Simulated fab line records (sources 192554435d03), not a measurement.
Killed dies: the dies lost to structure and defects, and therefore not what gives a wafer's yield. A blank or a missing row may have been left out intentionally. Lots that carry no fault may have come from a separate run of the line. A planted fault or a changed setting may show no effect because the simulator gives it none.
fab line records    flow n5_finfet
[record] lots = 24  wafers = 72  last_day = 21
route steps=1938 shown BEOL_M9@1449 BEOL_M10@1504 BEOL_M11@1549
lots untouched by any fault: they come from a run of this same line in which no faults occurred
start_h: hours from the record's first day to the start of the lot's first wafer shown    wait_h: hours since the lot's step before    " unchanged from the row above    L1.1+2: a single row standing in for several wafers    - no value present, or no start provided    * or withheld: withheld    < > ~ a bound
route shown NAME@n: a module of which the file shows steps, and the number in the route of the first    usual: mean and standard deviation over wafers with no fault    same: alike in all rows    chamber/n: place in a boat    sites: readings site by site    _std_site: standard deviation of those values    _edge_site: inner sites' mean taken away from outer sites' mean    radius_mm: how far each site lies from the wafer's centre    mask NAME#n: copy n    behind: the tool/chamber that last shaped the wafer    hold: cause of the lot's hold/its duration in hours/its outcome    device: which transistor (n, p or np) failed to switch    end of line: tests run on the same wafers once the route is complete    a step given without rows: its recipe and nothing more    killed: dies lost to structure and defects at the first sort, not the wafer's yield    map: per-die view of a wafer (x killed, . not killed, _ where there is no die)
set.NAME: the setting that was run; set.NAME@STEP: the one run at that earlier step    model.NAME: the simulator's own value behind a step, which no gauge read
route steps across a sampled set of lots; one table per step, one row per wafer
services: when a tool's chamber went out of use (start_h, in hours from the record's first day, below 0 if earlier), for how many hours, and the reason
[[steps]]
[step N5_BEOL_M9_OCD_MEAS_38]
[usual] trench_depth_nm = 154/3.7
lot.wafer  tool    chamber  start_h  wait_h  trench_depth_nm
L075.1     ocd-02  -        276.47   -       154
L075.3     "       -        "        "       152
L075.6     "       -        "        "       154
L074.3     ocd-01  -        280.29   -       149
L074.4     "       -        "        "       153
L074.6     "       -        "        "       153
L076.1     ocd-02  -        291.66   -       155
L076.4     "       -        "        "       153
L076.6     "       -        "        "       157
L077.3     ocd-02  -        298.95   -       153
L077.5     "       -        "        "       152
L077.6     "       -        "        "       163
L080.2     ocd-02  -        307.48   -       160
L080.3     "       -        "        "       153
L080.5     "       -        "        "       153
L081.1     ocd-01  -        311.38   -       154
L081.2     "       -        "        "       154
L081.5     "       -        "        "       151
L079.2     ocd-02  -        322.54   -       159
L079.3     "       -        "        "       150
L079.4     "       -        "        "       154
L082.2     ocd-02  -        325.51   -       157
L082.5     "       -        "        "       158
L082.6     "       -        "        "       154
L078.2     ocd-01  -        325.93   -       157
L078.4     "       -        "        "       151
L078.6     "       -        "        "       153
L083.2     ocd-02  -        328.87   -       153
L083.3     "       -        "        "       154
L083.4     "       -        "        "       151
L085.1     ocd-01  -        337.81   -       151
L085.2     "       -        "        "       151
L085.3     "       -        "        "       152
L086.3     ocd-02  -        345.90   -       154
L086.4     "       -        "        "       150
L086.5     "       -        "        "       153
L084.2     ocd-02  -        352.74   -       153
L084.4     "       -        "        "       150
L084.5     "       -        "        "       154
L088.3     ocd-01  -        363.02   -       163
L088.5     "       -        "        "       155
L088.6     "       -        "        "       163
L089.2     ocd-01  -        363.18   -       154
L089.4     "       -        "        "       160
L089.6     "       -        "        "       154
L087.2     ocd-01  -        365.20   -       156
L087.3     "       -        "        "       153
L087.5     "       -        "        "       156
L091.1     ocd-01  -        368.54   -       150
L091.2     "       -        "        "       154
L091.4     "       -        "        "       160
L090.2     ocd-02  -        391.81   -       155
L090.4     "       -        "        "       155
L090.5     "       -        "        "       157
L093.1     ocd-01  -        398.62   -       150
L093.5     "       -        "        "       150
L093.6     "       -        "        "       154
L094.2     ocd-02  -        398.83   -       160
L094.3     "       -        "        "       152
L094.4     "       -        "        "       150
L092.1     ocd-02  -        404.74   -       159
L092.4     "       -        "        "       154
L092.6     "       -        "        "       162
L097.1     ocd-02  -        418.99   -       152
L097.2     "       -        "        "       152
L097.4     "       -        "        "       162
L096.2     ocd-01  -        419.83   -       152
L096.3     "       -        "        "       152
L096.4     "       -        "        "       155
L095.2     ocd-01  -        449.70   -       154
L095.3     "       -        "        "       149
L095.5     "       -        "        "       150
[step N5_BEOL_M9_RS_MEAS_57]
[recipe] thk_meas_gauge = four-point-probe  reads = Cu_of_BEOL_M9_ECD_50+Co_of_BEOL_M9_CVD_78+TaN_of_BEOL_M9_ALD_74
[usual] M9_RS = 0.148/0.0043
lot.wafer  tool           chamber  start_h  wait_h  M9_RS[ohm/sq]
L075.1     film_metro-02  -        279.57   0.1     0.146
L075.3     "              -        "        "       0.150
L075.6     "              -        "        "       0.147
L074.3     film_metro-01  -        283.37   0.1     0.154
L074.4     "              -        "        "       0.147
L074.6     "              -        "        "       0.149
L076.1     film_metro-01  -        294.32   0.1     0.147
L076.4     "              -        "        "       0.148
L076.6     "              -        "        "       0.144
L077.3     film_metro-01  -        302.11   0.1     0.148
L077.5     "              -        "        "       0.152
L077.6     "              -        "        "       0.138
L080.2     film_metro-01  -        309.80   0.1     0.143
L080.3     "              -        "        "       0.149
L080.5     "              -        "        "       0.150
L081.1     film_metro-02  -        315.56   0.1     0.152
L081.2     "              -        "        "       0.147
L081.5     "              -        "        "       0.155
L079.2     film_metro-01  -        325.13   0.1     0.144
L079.3     "              -        "        "       0.153
L079.4     "              -        "        "       0.148
L082.2     film_metro-01  -        328.10   0.1     0.142
L082.5     "              -        "        "       0.141
L082.6     "              -        "        "       0.145
L078.2     film_metro-01  -        328.76   0.1     0.143
L078.4     "              -        "        "       0.151
L078.6     "              -        "        "       0.151
L083.2     film_metro-01  -        331.26   0.1     0.150
L083.3     "              -        "        "       0.147
L083.4     "              -        "        "       0.152
L085.1     film_metro-01  -        343.01   0.1     0.153
L085.2     "              -        "        "       0.150
L085.3     "              -        "        "       0.150
L086.3     film_metro-02  -        348.37   0.1     0.150
L086.4     "              -        "        "       0.152
L086.5     "              -        "        "       0.148
L084.2     film_metro-01  -        355.56   0.1     0.147
L084.4     "              -        "        "       0.152
L084.5     "              -        "        "       0.147
L088.3     film_metro-02  -        365.43   0.1     0.139
L088.5     "              -        "        "       0.145
L088.6     "              -        "        "       0.138
L089.2     film_metro-02  -        365.97   0.1     0.150
L089.4     "              -        "        "       0.144
L089.6     "              -        "        "       0.149
L087.2     film_metro-01  -        368.41   0.1     0.146
L087.3     "              -        "        "       0.151
L087.5     "              -        "        "       0.146
L091.1     film_metro-02  -        371.41   0.1     0.153
L091.2     "              -        "        "       0.147
L091.4     "              -        "        "       0.144
L090.2     film_metro-01  -        394.76   0.1     0.145
L090.4     "              -        "        "       0.148
L090.5     "              -        "        "       0.147
L093.1     film_metro-02  -        400.81   0.1     0.152
L093.5     "              -        "        "       0.154
L093.6     "              -        "        "       0.153
L094.2     film_metro-01  -        402.93   0.1     0.140
L094.3     "              -        "        "       0.150
L094.4     "              -        "        "       0.152
L092.1     film_metro-02  -        407.03   0.1     0.143
L092.4     "              -        "        "       0.148
L092.6     "              -        "        "       0.137
L097.1     film_metro-02  -        421.79   0.1     0.152
L097.2     "              -        "        "       0.149
L097.4     "              -        "        "       0.139
L096.2     film_metro-01  -        422.96   0.1     0.147
L096.3     "              -        "        "       0.147
L096.4     "              -        "        "       0.145
L095.2     film_metro-02  -        452.10   0.1     0.147
L095.3     "              -        "        "       0.152
L095.5     "              -        "        "       0.152
[step N5_BEOL_M10_INSPECT_30]
[recipe] mode = adi  inspect_instrument = brightfield
[usual] raw_defect_count = 410/91
lot.wafer  tool               chamber  start_h  wait_h  raw_defect_count
L075.1     defect_inspect-02  -        283.50   0.0     450
L075.3     "                  -        "        "       421
L075.6     "                  -        "        "       527
L074.3     defect_inspect-01  -        288.25   0.0     346
L074.4     "                  -        "        "       364
L074.6     "                  -        "        "       389
L076.1     defect_inspect-01  -        298.47   0.0     458
L076.4     "                  -        "        "       466
L076.6     "                  -        "        "       350
L077.3     defect_inspect-02  -        305.17   0.0     432
L077.5     "                  -        "        "       411
L077.6     "                  -        "        "       349
L080.2     defect_inspect-01  -        313.88   0.0     342
L080.3     "                  -        "        "       316
L080.5     "                  -        "        "       481
L081.1     defect_inspect-01  -        321.93   0.0     461
L081.2     "                  -        "        "       320
L081.5     "                  -        "        "       430
L079.2     defect_inspect-01  -        328.42   0.0     515
L079.3     "                  -        "        "       447
L079.4     "                  -        "        "       387
L082.2     defect_inspect-01  -        331.42   0.0     409
L082.5     "                  -        "        "       280
L082.6     "                  -        "        "       351
L083.2     defect_inspect-02  -        334.64   0.0     439
L083.3     "                  -        "        "       475
L083.4     "                  -        "        "       382
L078.2     defect_inspect-01  -        334.81   0.0     513
L078.4     "                  -        "        "       328
L078.6     "                  -        "        "       291
L085.1     defect_inspect-02  -        349.59   0.0     381
L085.2     "                  -        "        "       341
L085.3     "                  -        "        "       587
L086.3     defect_inspect-01  -        352.15   0.0     470
L086.4     "                  -        "        "       382
L086.5     "                  -        "        "       379
L084.2     defect_inspect-01  -        362.75   0.0     522
L084.4     "                  -        "        "       384
L084.5     "                  -        "        "       447
L088.3     defect_inspect-02  -        368.17   0.0     431
L088.5     "                  -        "        "       488
L088.6     "                  -        "        "       550
L089.2     defect_inspect-02  -        368.41   0.0     467
L089.4     "                  -        "        "       420
L089.6     "                  -        "        "       443
L087.2     defect_inspect-02  -        378.02   0.0     349
L087.3     "                  -        "        "       505
L087.5     "                  -        "        "       485
L091.1     defect_inspect-01  -        378.24   0.0     412
L091.2     "                  -        "        "       269
L091.4     "                  -        "        "       218
L090.2     defect_inspect-02  -        398.30   0.0     474
L090.4     "                  -        "        "       483
L090.5     "                  -        "        "       313
L093.1     defect_inspect-01  -        404.38   0.0     357
L093.5     "                  -        "        "       347
L093.6     "                  -        "        "       345
L094.2     defect_inspect-01  -        407.27   0.0     376
L094.3     "                  -        "        "       302
L094.4     "                  -        "        "       389
L092.1     defect_inspect-01  -        412.77   0.0     309
L092.4     "                  -        "        "       280
L092.6     "                  -        "        "       452
L097.1     defect_inspect-02  -        425.91   0.0     580
L097.2     "                  -        "        "       631
L097.4     "                  -        "        "       489
L096.2     defect_inspect-01  -        426.58   0.0     343
L096.3     "                  -        "        "       470
L096.4     "                  -        "        "       315
L095.2     defect_inspect-02  -        457.11   0.0     378
L095.3     "                  -        "        "       368
L095.5     "                  -        "        "       511
[step N5_BEOL_M10_DESCUM_33]
[recipe] chemistry = O2  time_s = 7.9  source_power_w = 50  bias_power_w = 20  pressure_mtorr = 20  rf_frequency_hz = 2.712e+07  temp_c = 40  resist = CAR-ArF  o2_flow_sccm = 225
[usual] drypump_motor_current_A = 5.6/0.55  oes_product_au = 0.79/0.076  rf_vpp_V = 243.0/1.1  showerhead_plenum_p_Torr = 2.08/0.065  temp_c = 39.98/0.1  throttle_valve_pct = 20.18/0.17
[same] time_s = 7.9
lot.wafer  tool         chamber  start_h  wait_h  drypump_motor_current_A  oes_product_au  rf_hours_counter_h  rf_vpp_V  showerhead_plenum_p_Torr  temp_c  throttle_valve_pct
L075.1     rie_diel-04  2        283.69   0.2     4.9                      0.71            180                 243.2     2.06                      39.98   19.94
L075.3     "            3        "        "       6.5                      0.68            244                 245.4     2.16                      40.09   20.36
L075.6     "            0        "        "       5.8                      0.96            -                   243.0     2.06                      40.13   19.93
L074.3     rie_diel-04  3        288.29   0.0     6.6                      0.69            245                 244.2     2.16                      40.10   20.36
L074.4     "            1        "        "       6.3                      0.83            72                  243.5     2.10                      40.10   20.33
L074.6     "            2        "        "       4.9                      0.72            -                   242.6     2.06                      40.01   19.95
L076.1     rie_diel-01  2        298.50   0.0     5.2                      0.90            16                  244.8     2.25                      40.05   20.10
L076.4     "            3        "        "       5.6                      0.80            103                 242.8     2.03                      40.02   20.09
L076.6     "            2        "        "       5.2                      0.89            -                   245.3     2.25                      40.05   20.10
L077.3     rie_diel-05  1        305.21   0.0     6.5                      0.82            73                  243.4     2.02                      39.98   19.99
L077.5     "            1        "        "       6.4                      0.81            -                   242.8     2.02                      39.93   19.99
L077.6     "            0        "        "       5.3                      0.77            -                   242.6     2.09                      40.02   20.29
L080.2     rie_diel-05  2        314.55   0.7     5.4                      0.72            182                 244.1     2.07                      39.92   20.03
L080.3     "            3        "        "       5.3                      0.87            61                  241.7     2.03                      40.04   20.15
L080.5     "            1        "        "       6.4                      0.82            -                   242.1     2.02                      39.99   20.00
L081.1     rie_diel-04  0        321.96   0.0     5.7                      0.91            21                  242.2     2.05                      40.05   19.97
L081.2     "            2        "        "       4.9                      0.69            196                 242.1     2.06                      39.89   19.95
L081.5     "            2        "        "       4.9                      0.69            -                   242.3     2.06                      40.10   19.98
L079.2     rie_diel-04  1        328.46   0.0     6.4                      0.80            88                  242.8     2.09                      39.90   20.34
L079.3     "            0        "        "       5.8                      0.91            23                  243.2     2.05                      40.03   19.95
L079.4     "            3        "        "       6.5                      0.98            1                   244.9     2.16                      40.09   20.17
L082.2     rie_diel-01  1        331.88   0.5     5.1                      0.69            218                 244.6     2.17                      39.89   20.50
L082.5     "            0        "        "       5.5                      0.68            -                   242.8     2.07                      40.05   20.59
L082.6     "            3        "        "       5.6                      0.78            -                   240.4     2.02                      39.99   20.10
L083.2     rie_diel-04  2        334.67   0.0     4.9                      0.70            202                 242.0     2.06                      39.90   19.97
L083.3     "            3        "        "       6.6                      0.95            5                   244.3     2.16                      40.24   20.17
L083.4     "            0        "        "       5.7                      0.89            25                  242.7     2.05                      40.07   19.96
L078.2     rie_diel-01  1        334.86   0.1     5.1                      0.69            220                 244.1     2.17                      39.82   20.51
L078.4     "            0        "        "       5.5                      0.67            246                 241.6     2.07                      40.03   20.64
L078.6     "            3        "        "       5.6                      0.77            -                   240.4     2.02                      39.77   20.09
L085.1     rie_diel-05  2        349.69   0.1     5.4                      0.72            195                 241.5     2.06                      40.01   20.04
L085.2     "            1        "        "       6.4                      0.81            91                  242.4     2.01                      39.89   20.02
L085.3     "            0        "        "       5.3                      0.75            157                 242.2     2.08                      39.99   20.31
L086.3     rie_diel-01  1        352.18   0.0     5.1                      0.68            226                 243.0     2.17                      39.88   20.50
L086.4     "            3        "        "       5.6                      0.77            -                   242.6     2.02                      40.06   20.13
L086.5     "            1        "        "       5.1                      0.68            -                   244.1     2.17                      39.86   20.51
L084.2     rie_diel-01  1        363.13   0.4     5.0                      0.68            232                 244.4     2.16                      40.03   20.53
L084.4     "            3        "        "       5.6                      0.77            -                   242.0     2.02                      39.91   20.12
L084.5     "            1        "        "       5.0                      0.69            -                   244.0     2.16                      40.00   20.52
L088.3     rie_diel-01  2        368.20   0.0     5.3                      0.83            44                  244.8     2.24                      39.91   20.15
L088.5     "            2        "        "       5.2                      0.84            -                   244.4     2.24                      39.89   20.14
L088.6     "            3        "        "       5.6                      0.77            -                   242.6     2.02                      40.00   20.14
L089.2     rie_diel-04  1        368.50   0.1     6.4                      0.79            103                 242.8     2.09                      39.98   20.37
L089.4     "            1        "        "       6.3                      0.79            -                   243.9     2.09                      39.97   20.39
L089.6     "            0        "        "       5.8                      0.88            -                   242.5     2.04                      40.10   19.99
L087.2     rie_diel-04  2        378.07   0.0     4.9                      0.70            213                 242.9     2.05                      39.96   20.01
L087.3     "            3        "        "       6.6                      0.91            21                  244.9     2.15                      40.09   20.19
L087.5     "            2        "        "       4.9                      0.69            -                   242.5     2.05                      39.92   20.01
L091.1     rie_diel-05  0        378.38   0.1     5.2                      0.74            165                 242.4     2.08                      39.93   20.30
L091.2     "            3        "        "       5.2                      0.83            81                  243.2     2.02                      39.92   20.18
L091.4     "            1        "        "       6.4                      0.80            100                 241.6     2.01                      39.91   20.03
L090.2     rie_diel-05  2        399.06   0.8     5.4                      0.71            211                 243.5     2.06                      39.96   20.08
L090.4     "            3        "        "       5.3                      0.83            89                  242.9     2.02                      39.91   20.19
L090.5     "            1        "        "       6.4                      0.79            -                   242.7     2.01                      40.30   20.05
L093.1     rie_diel-05  1        404.42   0.0     6.4                      0.78            109                 243.4     2.01                      39.92   20.05
L093.5     "            0        "        "       5.2                      0.74            -                   241.8     2.07                      39.92   20.33
L093.6     "            3        "        "       5.2                      0.82            -                   242.5     2.02                      39.88   20.19
L094.2     rie_diel-05  1        407.30   0.0     6.4                      0.78            110                 241.9     2.01                      39.98   20.05
L094.3     "            2        "        "       5.4                      0.71            213                 241.7     2.06                      39.91   20.07
L094.4     "            3        "        "       5.3                      0.81            91                  242.9     2.02                      40.04   20.19
L092.1     rie_diel-05  2        412.81   0.0     5.4                      0.71            215                 241.4     2.06                      39.99   20.08
L092.4     "            3        "        "       5.2                      0.82            92                  242.0     2.02                      40.00   20.20
L092.6     "            3        "        "       5.3                      0.81            -                   243.0     2.02                      39.92   20.21
L097.1     rie_diel-04  1        425.94   0.0     6.4                      0.78            122                 241.9     2.08                      39.87   20.41
L097.2     "            3        "        "       6.6                      0.86            38                  243.3     2.15                      39.92   20.21
L097.4     "            0        "        "       5.7                      0.85            58                  241.8     2.04                      40.11   20.02
L096.2     rie_diel-04  2        426.61   0.0     4.9                      0.68            229                 240.9     2.05                      39.96   20.02
L096.3     "            1        "        "       6.4                      0.79            122                 243.7     2.08                      40.03   20.41
L096.4     "            3        "        "       6.5                      0.87            38                  243.9     2.15                      40.02   20.23
L095.2     rie_diel-05  3        457.23   0.1     5.3                      0.80            110                 241.9     2.01                      39.93   20.21
L095.3     "            2        "        "       5.4                      0.69            232                 243.1     2.05                      39.79   20.12
L095.5     "            3        "        "       5.2                      0.80            -                   242.8     2.01                      39.95   20.22
[step N5_BEOL_M10_DEGAS_44]
[recipe] ambient = vacuum  temp_c = 250  time_s = 60
[usual] heater_power_w = 330/30
[same] time_s = 60
lot.wafer  tool            chamber  start_h  wait_h  heater_power_w
L075.1     pvd_sputter-02  -        286.54   2.1     414
L075.3     "               -        "        "       304
L075.6     "               -        "        "       307
L074.3     pvd_sputter-01  -        291.17   1.9     315
L074.4     "               -        "        "       333
L074.6     "               -        "        "       339
L076.1     pvd_sputter-01  -        299.85   0.6     336
L076.4     "               -        "        "       313
L076.6     "               -        "        "       348
L077.3     pvd_sputter-02  -        306.30   0.3     313
L077.5     "               -        "        "       315
L077.6     "               -        "        "       412
L080.2     pvd_sputter-03  -        316.83   1.5     298
L080.3     "               -        "        "       328
L080.5     "               -        "        "       320
L081.1     pvd_sputter-03  -        322.99   0.3     296
L081.2     "               -        "        "       323
L081.5     "               -        "        "       292
L079.2     pvd_sputter-03  -        329.96   0.5     296
L079.3     "               -        "        "       295
L079.4     "               -        "        "       317
L082.2     pvd_sputter-01  -        334.66   1.9     345
L082.5     "               -        "        "       332
L082.6     "               -        "        "       322
L083.2     pvd_sputter-01  -        335.72   0.3     329
L083.3     "               -        "        "       330
L083.4     "               -        "        "       325
L078.2     pvd_sputter-01  -        335.88   0.2     316
L078.4     "               -        "        "       318
L078.6     "               -        "        "       310
L085.1     pvd_sputter-02  -        351.69   0.7     406
L085.2     "               -        "        "       313
L085.3     "               -        "        "       378
L086.3     pvd_sputter-02  -        353.57   0.4     324
L086.4     "               -        "        "       307
L086.5     "               -        "        "       384
L084.2     pvd_sputter-01  -        364.25   0.3     326
L084.4     "               -        "        "       315
L084.5     "               -        "        "       337
L088.3     pvd_sputter-03  -        369.54   0.4     299
L088.5     "               -        "        "       322
L088.6     "               -        "        "       291
L089.2     pvd_sputter-01  -        370.60   1.3     313
L089.4     "               -        "        "       344
L089.6     "               -        "        "       308
L087.2     pvd_sputter-02  -        379.22   0.4     383
L087.3     "               -        "        "       312
L087.5     "               -        "        "       315
L091.1     pvd_sputter-03  -        380.46   1.2     316
L091.2     "               -        "        "       291
L091.4     "               -        "        "       291
L090.2     pvd_sputter-03  -        401.87   2.0     324
L090.4     "               -        "        "       299
L090.5     "               -        "        "       327
L093.1     pvd_sputter-03  -        405.76   0.6     326
L093.5     "               -        "        "       337
L093.6     "               -        "        "       300
L094.2     pvd_sputter-01  -        409.82   1.4     317
L094.3     "               -        "        "       318
L094.4     "               -        "        "       340
L092.1     pvd_sputter-02  -        414.01   0.4     312
L092.4     "               -        "        "       309
L092.6     "               -        "        "       316
L097.1     pvd_sputter-02  -        427.01   0.3     314
L097.2     "               -        "        "       388
L097.4     "               -        "        "       312
L096.2     pvd_sputter-02  -        427.64   0.2     405
L096.3     "               -        "        "       307
L096.4     "               -        "        "       316
L095.2     pvd_sputter-01  -        459.11   1.0     338
L095.3     "               -        "        "       320
L095.5     "               -        "        "       317
[step N5_BEOL_M11_CD_MEAS_11]
[recipe] target_cd_nm = 64.1  landing_energy_ev = 500  detector = se_inlens  polarity = opening
[usual] cd_nm = 63.8/0.83
[same] landing_energy_ev = 500
lot.wafer  tool       chamber  start_h  wait_h  cd_nm
L075.1     cd_sem-03  0        289.76   -       64.2
L075.3     "          0        "        "       63.6
L075.6     "          0        "        "       63.4
L074.3     cd_sem-03  0        295.20   -       64.4
L074.4     "          0        "        "       63.6
L074.6     "          0        "        "       62.9
L076.1     cd_sem-03  0        304.21   -       63.0
L076.4     "          0        "        "       63.5
L076.6     "          0        "        "       62.3
L077.3     cd_sem-03  0        311.56   -       64.6
L077.5     "          0        "        "       64.4
L077.6     "          0        "        "       64.1
L080.2     cd_sem-02  0        323.12   -       63.0
L080.3     "          0        "        "       64.2
L080.5     "          0        "        "       63.7
L081.1     cd_sem-03  0        326.92   -       64.5
L081.2     "          0        "        "       64.8
L081.5     "          0        "        "       64.4
L079.2     cd_sem-03  0        335.12   -       65.0
L079.3     "          0        "        "       64.9
L079.4     "          0        "        "       65.5
L082.2     cd_sem-03  0        338.69   -       63.5
L082.5     "          0        "        "       62.4
L082.6     "          0        "        "       63.5
L083.2     cd_sem-02  0        339.43   -       64.2
L083.3     "          0        "        "       64.6
L083.4     "          0        "        "       65.8
L078.2     cd_sem-02  0        342.70   -       63.2
L078.4     "          0        "        "       63.0
L078.6     "          0        "        "       63.6
L085.1     cd_sem-03  0        355.05   -       63.8
L085.2     "          0        "        "       63.1
L085.3     "          0        "        "       62.3
L086.3     cd_sem-01  0        357.49   -       63.6
L086.4     "          0        "        "       63.1
L086.5     "          0        "        "       64.2
L084.2     cd_sem-03  0        367.61   -       64.3
L084.4     "          0        "        "       64.6
L084.5     "          0        "        "       64.5
L088.3     cd_sem-02  0        376.20   -       62.0
L088.5     "          0        "        "       62.6
L088.6     "          0        "        "       62.1
L089.2     cd_sem-03  0        376.23   -       63.7
L089.4     "          0        "        "       64.0
L089.6     "          0        "        "       65.0
L087.2     cd_sem-03  0        386.29   -       64.2
L087.3     "          0        "        "       64.0
L087.5     "          0        "        "       64.9
L091.1     cd_sem-02  0        386.45   -       62.8
L091.2     "          0        "        "       63.7
L091.4     "          0        "        "       63.0
L090.2     cd_sem-02  0        405.54   -       65.8
L090.4     "          0        "        "       63.9
L090.5     "          0        "        "       65.1
L093.1     cd_sem-01  0        410.87   -       62.7
L093.5     "          0        "        "       62.2
L093.6     "          0        "        "       63.4
L094.2     cd_sem-01  0        413.86   -       65.2
L094.3     "          0        "        "       64.0
L094.4     "          0        "        "       64.9
L092.1     cd_sem-02  0        419.90   -       63.6
L092.4     "          0        "        "       62.6
L092.6     "          0        "        "       63.1
L097.1     cd_sem-02  0        429.78   -       62.8
L097.2     "          0        "        "       63.5
L097.4     "          0        "        "       63.8
L096.2     cd_sem-02  0        430.85   -       64.0
L096.3     "          0        "        "       64.3
L096.4     "          0        "        "       63.7
L095.2     cd_sem-03  0        463.36   -       63.9
L095.3     "          0        "        "       63.6
L095.5     "          0        "        "       64.0
[[services]]
tool            chamber  start_h  hours  kind
rie_diel-04     3        304.27   -      clean
rie_diel-04     3        304.27   -      consumable_replace:focus_ring
rie_diel-04     3        304.27   19.4   scheduled_down
rie_diel-04     3        304.27   19.4   vent_cycle
rie_diel-01     0        346.66   -      clean
rie_diel-01     0        346.66   -      consumable_replace:focus_ring
rie_diel-04     2        364.60   12.6   repair
rie_diel-01     3        395.29   4.1    repair
rie_diel-01     1        413.20   -      clean
rie_diel-01     1        413.20   -      consumable_replace:focus_ring
rie_diel-01     1        413.20   28.5   scheduled_down
rie_diel-01     1        413.20   28.5   vent_cycle
rie_diel-05     0        417.32   6.0    repair
pvd_sputter-03  -        423.06   8.9    repair
pvd_sputter-01  -        443.95   4.9    repair
pvd_sputter-03  -        444.22   1.9    repair
rie_diel-04     1        448.62   4.0    repair
[[key]]
fault none
